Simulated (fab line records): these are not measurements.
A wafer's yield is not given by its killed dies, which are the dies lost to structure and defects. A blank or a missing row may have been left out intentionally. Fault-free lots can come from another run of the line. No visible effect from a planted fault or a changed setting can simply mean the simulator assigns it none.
A struck lot beside a sound one | flow n5 finfet | 35 out of 1938 route steps
Sound: these wafers, L818.1, L818.4, L818.6. Struck: wafers L823.1, L823.2, L823.3. The cause comes at the end.
At each step with rows: each side's tool, then ch and its chambers, then its first start. Under that, the readings that differ: sound wafers | struck wafers | difference of the means | sigmas: that difference in standard deviations of wafers without a fault.
alike: readings with means less than 2 such deviations apart, plus words and numbers identical on both sides. not compared: withheld readings, readings lacking a value on some wafer, bounds such as >300 that could conceal the same value, and numbers that have no deviation in the record and whose values overlap.
The two part at a step that has a row with sigmas, a row that says differs or no value, or rows on one side only. Non-overlapping numbers with no deviation appear without sigmas and do not part them. A reading missing from all wafers of one side parts the sides only when that side holds two or more wafers.

first, 11 steps without rows for these wafers: N5_BEOL_M7_CURE_75 (cures SiCOH lowk, time 120 s); N5_BEOL_M7_DEGAS_44 (time 60 s); N5_BEOL_M7_PRE_CLEAN_45 (time 30 s); N5_BEOL_M7_ALD_77 (deposits TaN, target thk 2 nm, pulse time 2 s, purge time 3 s); N5_BEOL_M7_SURFACE_TREAT_79; N5_BEOL_M7_CVD_78 (deposits Co from CCTBA/H2, target thk 2 nm, time 142.3 s); N5_BEOL_M7_SPUTTER_48 (material Cu, target thk 10 nm, time 1.667 s); N5_BEOL_M7_ECD_50 (material Cu, target thk 300 nm); N5_BEOL_M7_ANNEAL_51 (time 90 s); N5_BEOL_M7_CMP_52 (polishes, stops on SiCOH lowk, t overpolish 6.9 s, target thk 80 nm); N5_BEOL_M7_PRE_CLEAN_55 (time 15 s).
N5_BEOL_M7_DEP_56: deposits SiCN from 3MS/NH3, target thk 10 nm, time 17.5 s.
  sound on pecvd-01 ch 0,1, day 10 20:46; struck on pecvd-04 ch 0,1,2, day 12 16:37
  reading                                  | sound      | struck      | difference | sigmas
  model.SiCN_of_BEOL_M7_DEP_56.thk nm (nm) | 9.8 10 9.8 | 7.8 7.4 7.6 | -2.3       |
  alike: showerhead plenum p Torr, throttle valve pct
then, 22 steps without rows for these wafers: N5_BEOL_M8_ILD_DEP_00 (deposits SiCOH lowk from DEMS/porogen, target thk 179.75 nm, time 33.4 s); N5_BEOL_M8_CURE_74 (cures SiCOH lowk, time 240 s); N5_BEOL_M8_PECVD_70 (deposits SiO2 from TEOS/O2, target thk 20 nm, time 22.7 s); N5_BEOL_M8_HM_DEP_02 (deposits TiN, target thk 20 nm); N5_BEOL_M8_COAT_59 (time 60 s, resist thk 100 nm); N5_BEOL_M8_COAT_60 (time 60 s, resist thk 35 nm); N5_BEOL_M8_COAT_05 (resist thk 90 nm); N5_BEOL_M8_EBR_07; N5_BEOL_M8_SOFTBAKE_06 (time 60 s); N5_BEOL_M8_EXPOSE_08 (exposes mask M8); N5_BEOL_M8_PEB_09 (peb time 60 s); N5_BEOL_M8_DEVELOP_10 (develop time 30 s); N5_BEOL_M8_DESCUM_16 (chemistry O2, time 7.9 s); N5_BEOL_M8_ETCH_61 (etches SiARC in CF4, target depth 45.5 nm, time 75.8 s); N5_BEOL_M8_ETCH_62 (etches SOC in N2/H2, target depth 110 nm, overetch 22 nm, time 165 s); N5_BEOL_M8_STRIP_68 (strips in N2/H2); N5_BEOL_M8_STRIP_67 (strips in CF4); N5_BEOL_M8_HM_OPEN_17 (chemistry Cl2/BCl3, target TiN, target depth 20 nm, overetch 6 nm); N5_BEOL_M8_STRIP_19 (strips in O2); N5_BEOL_M8_COAT_63 (time 60 s, resist thk 60 nm); N5_BEOL_M8_COAT_64 (time 60 s, resist thk 12 nm); N5_BEOL_M8_COAT_71 (time 60 s, resist thk 5 nm).
-- record jumps: 3 days separate the struck wafers' starts on either side; left off in module BEOL_M8, taken up again in module PASSIVATION, whose first shown step is the route's number 1936 --
N5_PASSIVATION_PROBE_49:
  struck on prober-01, day 16 04:07; sound on prober-01, day 14 03:37
  reading             | sound     | struck      | difference | sigmas
  killed at front end | 28 21 34  | 133 100 144 | +98        | +9
  killed dies         | 105 73 97 | 209 177 211 | +107       | +5
  alike: killed_at_M0_to_M3, killed_at_M4_up, killed at contacts, killed at other, killed on rim, killed open, killed short

## WHERE THEY PART
Within this record, at N5_PASSIVATION_PROBE_49 only.

WHY: the cause the simulator had injected
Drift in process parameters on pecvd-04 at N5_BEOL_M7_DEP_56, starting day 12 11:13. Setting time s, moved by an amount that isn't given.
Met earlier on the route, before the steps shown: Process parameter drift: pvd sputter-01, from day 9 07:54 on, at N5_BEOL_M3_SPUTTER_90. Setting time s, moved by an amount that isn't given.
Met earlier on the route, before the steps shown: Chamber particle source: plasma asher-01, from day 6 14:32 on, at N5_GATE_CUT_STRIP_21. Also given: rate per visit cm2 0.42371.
